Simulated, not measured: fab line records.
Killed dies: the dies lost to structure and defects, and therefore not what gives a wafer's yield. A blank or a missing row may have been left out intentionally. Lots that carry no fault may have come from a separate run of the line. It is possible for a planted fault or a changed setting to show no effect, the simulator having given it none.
Matching of chambers | flow n5-finfet | 4 sister chambers for N5_FIN_SAQP_ALD_61 on ald-sin-03
The step deposits SiO2, target thk 4 nm, pulse time 1 s, purge time 2 s. 4 wafers are shown with their chamber, then 10 later ones without.

## WAFERS PAIRED WITH THEIR CHAMBERS
wafer  | chamber | heater-power-w (W)
L079.6 | 1       | 519
L085.4 | 3       | 497
L089.3 | 2       | 479
L089.4 | 0       | 537

## WAFERS WHOSE CHAMBER IS MISSING
wafer  | heater-power-w (W)
L089.5 | 494
L092.2 | 502
L092.5 | 499
L092.6 | 512
L093.1 | 498
L093.2 | 479
L093.3 | 501
L095.2 | 496
L095.4 | 527
L095.5 | 516

## THE CHAMBER EACH PASSED THROUGH
wafer  | from the rows above     | in truth
L089.5 | 3                       | 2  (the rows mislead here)
L092.2 | 3                       | 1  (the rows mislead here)
L092.5 | 3                       | 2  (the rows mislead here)
L092.6 | can't be placed: 1 or 3 | 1
L093.1 | 3                       | 3
L093.2 | 2                       | 2
L093.3 | 3                       | 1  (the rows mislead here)
L095.2 | 3                       | 3
L095.4 | can't be placed: 1 or 0 | 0
L095.5 | 1                       | 1
Correct placement for 4 of the 10. These rows do not allow placing 2 (true chamber among the candidates in 2). 4 placed wrongly.
How it was worked out, from the rows above alone: a wafer's distance from a chamber is the root of the sum, over the readings, of the square of ((its reading less the chamber's mean) divided by the reading's scatter). The wafer belongs to the nearest chamber; if the next one is less than 2 further off, it can't be placed. Each chamber's mean is taken over the wafers shown for it. The scatter: root of mean squared gap, hidden wafer to nearest shown wafer, with one shown wafer a chamber.
